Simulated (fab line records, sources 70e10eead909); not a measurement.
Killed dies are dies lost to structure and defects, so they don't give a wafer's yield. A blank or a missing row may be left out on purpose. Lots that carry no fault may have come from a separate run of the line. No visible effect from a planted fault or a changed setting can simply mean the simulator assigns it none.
fab line records    flow nand-harc
record: lots: 14  wafers: 42  last-day: 32
route steps=1302 shown A_ONON_D1@433 A_CHANNEL_HOLE_D1@450 END@1302
lots that met no fault: from a run of the same line without faults
start-h: hours from the record's opening day to when the first of the lot's shown wafers began    wait-h: hours since the lot's step before    " repeats the value in the row above    L1.1+2: several wafers, shown together as one row    - value missing, or start not given    * or withheld: withheld    < > ~ a bound
route shown NAME@n: NAME is a module with steps in the file, n the number in the route of the first one    usual: mean/standard deviation taken from wafers without a fault    same: alike in all rows    chamber/n: place in a boat    sites: each site's reading    _std_site: standard deviation across them    _edge_site: inner sites' mean taken away from outer sites' mean    radius-mm: for every site, how far away it sits from the centre of the wafer    mask NAME#n: copy n    behind: tool/chamber where the wafer was last shaped    hold: why the lot was held/for how many hours/how that ended    device: whichever transistor did not switch (one of n, p or np)    end of line: the same wafers' tests at the end of the route    a step without rows: its recipe alone    killed: dies lost to structure and defects at the first sort, not the wafer's yield    map: the dies of a wafer, with x for killed, . for not killed, _ for no die there
set.NAME: the run value of the setting; set.NAME@STEP: its run value at that earlier step    model.NAME: the simulator's own value behind a step, which no gauge read
a sample of lots followed through the steps of the route, with each step as a table and each wafer as a row
services: the hour from which a tool's chamber was out of use, counted from the record's first day as start-h (under 0 if before that day), plus the number of hours and why
== steps ==
step: NHARC_A_ONON_D1_THK_MEAS_14
recipe: thk-meas-gauge: ellipsometry
usual: thk-nm: 1000/8.7
lot.wafer  tool           chamber  start-h  wait-h  thk-nm
L232.2     film-metro-01  -        144.53   -       1005
L232.3     "              -        "        "       1003
L232.6     "              -        "        "       1003
L233.3     film-metro-01  -        149.15   -       991
L233.5     "              -        "        "       991
L233.6     "              -        "        "       989
L234.2     film-metro-02  -        161.30   -       1004
L234.4     "              -        "        "       1004
L234.5     "              -        "        "       1004
L236.1     film-metro-01  -        180.07   -       998
L236.4     "              -        "        "       1000
L236.6     "              -        "        "       997
L237.2     film-metro-02  -        185.68   -       1004
L237.3     "              -        "        "       1006
L237.6     "              -        "        "       1007
L235.3     film-metro-01  -        198.06   -       996
L235.4     "              -        "        "       996
L235.5     "              -        "        "       997
L238.1     film-metro-02  -        205.57   -       1008
L238.3     "              -        "        "       1008
L238.5     "              -        "        "       1005
L239.1     film-metro-02  -        215.32   -       975
L239.4     "              -        "        "       975
L239.6     "              -        "        "       977
L245.1     film-metro-01  -        270.07   -       995
L245.2     "              -        "        "       997
L245.3     "              -        "        "       997
L244.2     film-metro-02  -        270.11   -       1002
L244.3     "              -        "        "       1002
L244.6     "              -        "        "       1003
L246.2     film-metro-02  -        283.66   -       1002
L246.4     "              -        "        "       1003
L246.5     "              -        "        "       1005
L249.1     film-metro-01  -        317.46   -       1005
L249.5     "              -        "        "       1002
L249.6     "              -        "        "       1004
L252.4     film-metro-01  -        336.69   -       993
L252.5     "              -        "        "       994
L252.6     "              -        "        "       995
L255.1     film-metro-02  -        366.18   -       998
L255.2     "              -        "        "       997
L255.3     "              -        "        "       994
step: NHARC_A_ONON_D1_THK_MEAS_24
recipe: thk-meas-gauge: ellipsometry
usual: thk-nm: 1001/9.3
lot.wafer  tool           chamber  start-h  wait-h  thk-nm
L233.3     film-metro-02  -        155.08   -       991
L233.5     "              -        "        "       992
L233.6     "              -        "        "       991
L232.2     film-metro-01  -        155.11   -       1000
L232.3     "              -        "        "       1000
L232.6     "              -        "        "       1000
L234.2     film-metro-02  -        170.30   -       1015
L234.4     "              -        "        "       1016
L234.5     "              -        "        "       1016
L236.1     film-metro-02  -        188.95   -       995
L236.4     "              -        "        "       994
L236.6     "              -        "        "       994
L237.2     film-metro-02  -        196.73   -       988
L237.3     "              -        "        "       988
L237.6     "              -        "        "       986
L235.3     film-metro-02  -        206.72   -       1016
L235.4     "              -        "        "       1013
L235.5     "              -        "        "       1016
L238.1     film-metro-01  -        214.54   -       995
L238.3     "              -        "        "       995
L238.5     "              -        "        "       998
L239.1     film-metro-01  -        241.36   -       997
L239.4     "              -        "        "       997
L239.6     "              -        "        "       996
L244.2     film-metro-02  -        279.46   -       1007
L244.3     "              -        "        "       1006
L244.6     "              -        "        "       1006
L245.1     film-metro-01  -        279.46   -       1008
L245.2     "              -        "        "       1007
L245.3     "              -        "        "       1008
L246.2     film-metro-02  -        292.57   -       999
L246.4     "              -        "        "       998
L246.5     "              -        "        "       999
L249.1     film-metro-01  -        326.43   -       1002
L249.5     "              -        "        "       1005
L249.6     "              -        "        "       1003
L252.4     film-metro-02  -        345.89   -       1007
L252.5     "              -        "        "       1003
L252.6     "              -        "        "       1004
L255.1     film-metro-02  -        375.13   -       1013
L255.2     "              -        "        "       1013
L255.3     "              -        "        "       1014
step: NHARC_A_CHANNEL_HOLE_D1_DEP_00
recipe: target-thk-a: 31000  temp-c: 400  material: aC
usual: throttle-valve-pct: 35.000/0.0088
lot.wafer  tool        chamber  start-h  wait-h  throttle-valve-pct
L232.2     acl-dep-01  0        157.20   0.4     35.011
L232.3     "           0        "        "       35.011
L232.6     "           0        "        "       35.002
L233.3     acl-dep-03  0        157.47   0.7     34.986
L233.5     "           0        "        "       34.995
L233.6     "           0        "        "       34.997
L234.2     acl-dep-02  0        178.43   6.4     35.003
L234.4     "           0        "        "       34.990
L234.5     "           0        "        "       34.994
L234.2     acl-dep-02  0        183.92   5.2     34.993
L234.4     "           0        "        "       34.983
L234.5     "           0        "        "       35.004
L236.1     acl-dep-02  0        191.10   0.5     34.990
L236.4     "           0        "        "       35.002
L236.6     "           0        "        "       34.988
L237.2     acl-dep-02  0        198.79   0.4     35.012
L237.3     "           0        "        "       34.996
L237.6     "           0        "        "       35.000
L235.3     acl-dep-01  0        210.33   1.8     34.990
L235.4     "           0        "        "       35.010
L235.5     "           0        "        "       34.991
L235.3     acl-dep-01  0        212.50   1.9     35.000
L235.4     "           0        "        "       34.991
L235.5     "           0        "        "       34.997
L238.1     acl-dep-03  0        216.73   0.5     35.007
L238.3     "           0        "        "       35.010
L238.5     "           0        "        "       35.003
L238.1     acl-dep-03  0        218.86   1.8     35.003
L238.3     "           0        "        "       34.996
L238.5     "           0        "        "       34.985
L239.1     acl-dep-01  0        244.77   1.7     35.014
L239.4     "           0        "        "       35.000
L239.6     "           0        "        "       35.003
L245.1     acl-dep-01  0        281.83   0.7     35.012
L245.2     "           0        "        "       34.976
L245.3     "           0        "        "       34.995
L244.2     acl-dep-02  0        281.97   0.8     35.013
L244.3     "           0        "        "       35.003
L244.6     "           0        "        "       35.008
L246.2     acl-dep-02  0        297.19   2.9     34.990
L246.4     "           0        "        "       34.996
L246.5     "           0        "        "       35.003
L249.1     acl-dep-02  0        328.18   0.1     35.012
L249.5     "           0        329.44   1.3     35.006
L249.6     "           0        "        "       35.013
L252.4     acl-dep-03  0        348.61   1.0     35.012
L252.5     "           0        "        "       34.996
L252.6     "           0        "        "       35.005
L255.1     acl-dep-02  0        377.66   0.9     35.001
L255.2     "           0        "        "       34.994
L255.3     "           0        "        "       34.979
step: NHARC_A_CHANNEL_HOLE_D1_INSPECT_12
usual: raw-defect-count: 5.4/2.7
lot.wafer  tool               chamber  start-h  wait-h  raw-defect-count
L233.3     defect-inspect-02  -        159.49   0.0     4
L233.5     "                  -        "        "       8
L233.6     "                  -        "        "       7
L232.2     defect-inspect-02  -        159.64   0.0     8
L232.3     "                  -        "        "       8
L232.6     "                  -        "        "       9
L234.2     defect-inspect-01  -        186.31   0.0     6
L234.4     "                  -        "        "       4
L234.5     "                  -        "        "       1
L236.1     defect-inspect-02  -        193.86   0.0     6
L236.4     "                  -        "        "       12
L236.6     "                  -        "        "       4
L237.2     defect-inspect-01  -        201.26   0.0     10
L237.3     "                  -        "        "       8
L237.6     "                  -        "        "       4
L235.3     defect-inspect-01  -        214.56   0.0     5
L235.4     "                  -        "        "       2
L235.5     "                  -        "        "       9
L238.1     defect-inspect-02  -        221.55   0.0     5
L238.3     "                  -        "        "       11
L238.5     "                  -        "        "       6
L239.1     defect-inspect-01  -        247.53   0.0     6
L239.4     "                  -        "        "       7
L239.6     "                  -        "        "       6
L244.2     defect-inspect-01  -        284.40   0.0     10
L244.3     "                  -        "        "       5
L244.6     "                  -        "        "       9
L245.1     defect-inspect-01  -        284.60   0.0     4
L245.2     "                  -        "        "       7
L245.3     "                  -        "        "       5
L246.2     defect-inspect-02  -        299.81   0.0     5
L246.4     "                  -        "        "       3
L246.5     "                  -        "        "       3
L249.1     defect-inspect-02  -        330.94   0.0     5
L249.5     "                  -        "        "       2
L249.6     "                  -        "        "       4
L252.4     defect-inspect-02  -        350.41   0.0     3
L252.5     "                  -        "        "       4
L252.6     "                  -        "        "       2
L255.1     defect-inspect-02  -        380.39   0.0     3
L255.2     "                  -        "        "       6
L255.3     "                  -        "        "       6
step: NHARC_END_SORT_01
recipe: temp-c: 25
usual: killed-at-array: 62/18  killed-at-other: 0.9/1.2  killed-at-periphery: 4.2/2.9  killed-dies: 67/17  killed-open: 3.6/1.9  killed-short: 2.5/1.6
same: gross-dies: 677
lot.wafer  tool       chamber  start-h  wait-h  killed-at-array  killed-at-other  killed-at-periphery  killed-dies  killed-open  killed-short
L234.2     prober-02  0        602.33   2.8     668              5                4                    677          6            2
L234.4     prober-02  0        603.92   3.4     674              1                2                    677          6            3
L234.5     prober-02  0        604.72   3.7     671              2                4                    677          5            1
L238.1     prober-01  0        609.61   2.5     674              1                2                    677          3            3
L238.3     prober-01  0        611.21   3.1     677              0                0                    677          5            1
L238.5     prober-01  0        612.81   3.7     677              0                0                    677          4            3
L235.3     prober-02  0        618.68   3.1     663              1                13                   677          3            4
L235.4     prober-02  0        619.47   3.4     667              1                9                    677          6            2
L235.5     prober-02  0        620.26   3.7     668              0                9                    677          5            4
L249.1     prober-01  0        709.94   2.5     73               0                3                    76           6            4
L249.5     prober-01  0        713.07   3.6     72               0                5                    77           7            2
killed by level:class
L234.2 A_CHANNEL_HOLE_D1:area-dep=599 A_CHANNEL_HOLE_D2:chamber-film-flake=28 A_SLIT:chamber-film-flake=22 A_CHANNEL_HOLE_D1:chamber-film-flake=4 THIN_TSV:chamber-film-flake=4 A_DECK1_JOINT:chamber-film-flake=3 A_CONTACT:chamber-film-flake=3 P_CONTACT:geometric-particle:open=2
L234.4 A_CHANNEL_HOLE_D1:area-dep=608 A_SLIT:chamber-film-flake=24 A_CHANNEL_HOLE_D2:chamber-film-flake=23 A_CONTACT:chamber-film-flake=5 A_STAIRCASE:chamber-film-flake=3 A_M0:geometric-particle:open=2 P_M1:geometric-particle:open=1 A_CHANNEL_HOLE_D2:geometric-particle:open=1
L234.5 A_CHANNEL_HOLE_D1:area-dep=609 A_CHANNEL_HOLE_D2:chamber-film-flake=24 A_SLIT:chamber-film-flake=22 A_CONTACT:chamber-film-flake=5 A_CONTACT:geometric-particle:open=2 THIN_TSV:chamber-film-flake=2 P_BONDPAD:chamber-film-flake=2 A_STAIRCASE:chamber-film-flake=2
L238.1 A_CHANNEL_HOLE_D1:area-dep=609 A_SLIT:chamber-film-flake=22 A_CHANNEL_HOLE_D1:chamber-film-flake=21 A_CHANNEL_HOLE_D2:chamber-film-flake=8 A_CONTACT:chamber-film-flake=6 A_CHANNEL_FILL_D2:chamber-film-flake=2 A_WL_FILL:chamber-film-flake=2 P_CONTACT:geometric-particle:short=1
L238.3 A_CHANNEL_HOLE_D1:area-dep=589 A_CHANNEL_HOLE_D1:chamber-film-flake=33 A_SLIT:chamber-film-flake=30 A_CHANNEL_HOLE_D2:chamber-film-flake=11 A_WL_FILL:chamber-film-flake=3 A_BLC:geometric-particle:open=2 A_CHANNEL_FILL_D1:chamber-film-flake=2 A_DECK1_JOINT:geometric-particle:open=1
L238.5 A_CHANNEL_HOLE_D1:area-dep=613 A_SLIT:chamber-film-flake=23 A_CHANNEL_HOLE_D1:chamber-film-flake=21 A_CHANNEL_HOLE_D2:chamber-film-flake=10 A_WL_FILL:chamber-film-flake=3 A_SOURCE_PLATE:geometric-particle:open=1 A_ONON_D1:geometric-particle:short=1 A_CHANNEL_FILL_D1:geometric-particle:short=1
L235.3 A_CHANNEL_HOLE_D1:area-dep=590 A_CHANNEL_HOLE_D1:chamber-film-flake=36 A_CHANNEL_HOLE_D2:chamber-film-flake=24 P_CONTACT:chamber-film-flake=6 P_M2:chamber-film-flake=4 A_CONTACT:chamber-film-flake=3 A_M0:geometric-particle:open=2 A_WL_FILL:chamber-film-flake=2
L235.4 A_CHANNEL_HOLE_D1:area-dep=592 A_CHANNEL_HOLE_D2:chamber-film-flake=38 A_CHANNEL_HOLE_D1:chamber-film-flake=26 A_CHANNEL_FILL_D1:geometric-particle:open=3 P_GATE:chamber-film-flake=3 P_CONTACT:chamber-film-flake=3 P_M2:chamber-film-flake=2 P_GATE:geometric-particle:short=1
L235.5 A_CHANNEL_HOLE_D1:area-dep=597 A_CHANNEL_HOLE_D2:chamber-film-flake=36 A_CHANNEL_HOLE_D1:chamber-film-flake=23 P_CONTACT:chamber-film-flake=5 A_WL_FILL:chamber-film-flake=3 A_CHANNEL_FILL_D2:geometric-particle:short=2 P_M2:chamber-film-flake=2 P_CONTACT:geometric-particle:open=1
L249.1 A_CHANNEL_HOLE_D2:chamber-film-flake=29 A_CHANNEL_HOLE_D1:chamber-film-flake=20 A_STAIRCASE:chamber-film-flake=7 A_SLIT:chamber-film-flake=4 A_ONON_D2:geometric-particle:open=2 P_GATE:chamber-film-flake=2 A_BONDPAD:chamber-film-flake=2 P_CONTACT:geometric-particle:open=1
L249.5 A_CHANNEL_HOLE_D1:chamber-film-flake=31 A_CHANNEL_HOLE_D2:chamber-film-flake=22 A_STAIRCASE:chamber-film-flake=4 P_ZERO_WELL:chamber-film-flake=3 A_SLIT:chamber-film-flake=3 A_CONTACT:chamber-film-flake=3 A_CHANNEL_FILL_D2:geometric-particle:open=2 A_BONDPAD:chamber-film-flake=2
== services ==
tool        chamber  start-h  hours  kind
acl-dep-01  -        168.33   13.0   pm
acl-dep-02  -        217.95   13.0   pm
acl-dep-03  -        278.54   13.0   pm
acl-dep-01  -        349.49   13.0   pm
== key ==
first-sign: step: NHARC_A_CHANNEL_HOLE_D1_DEP_00  reading: visit  direction: added
effect: step: NHARC_END_SORT_01  reading: killed-dies  direction: up  sigmas: 35  usual: 67  struck: 677
more-kills-born-at: NHARC_A_CHANNEL_HOLE_D1_DEP_00@acl-dep-02: 1816  NHARC_A_CHANNEL_HOLE_D1_DEP_00@acl-dep-03: 1811  NHARC_A_CHANNEL_HOLE_D1_DEP_00@acl-dep-01: 1779
met-at NHARC_A_CHANNEL_HOLE_D1_DEP_00
struck-lots L234,L235,L238
later-rows-left-out L234.2,L234.4,L234.5,L235.3,L235.4,L235.5,L238.1,L238.3,L238.5
tester-left-out L234,L235,L238
not-acting-at NHARC_A_ONON_D1_THK_MEAS_14,NHARC_A_ONON_D1_THK_MEAS_24,NHARC_A_CHANNEL_HOLE_D1_INSPECT_12
fault: kind: repeated-step-whole  tool: acl-dep-01,acl-dep-02,acl-dep-03  chamber: -  onset-h: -  steps: NHARC_A_CHANNEL_HOLE_D1_DEP_00  times: 1  scope: struck-lots-only
tester-left-out: of these lots the tester's yield and bins aren't shown, on N5 and GAA mostly nor the transistor test; their killed dies are dies lost to structure and defects alone, not to doping, threshold or leakage, so they don't give the yield
later-rows-left-out: the simulator's readings of these wafers behind a module that went badly wrong aren't trusted and aren't shown, but for the sort
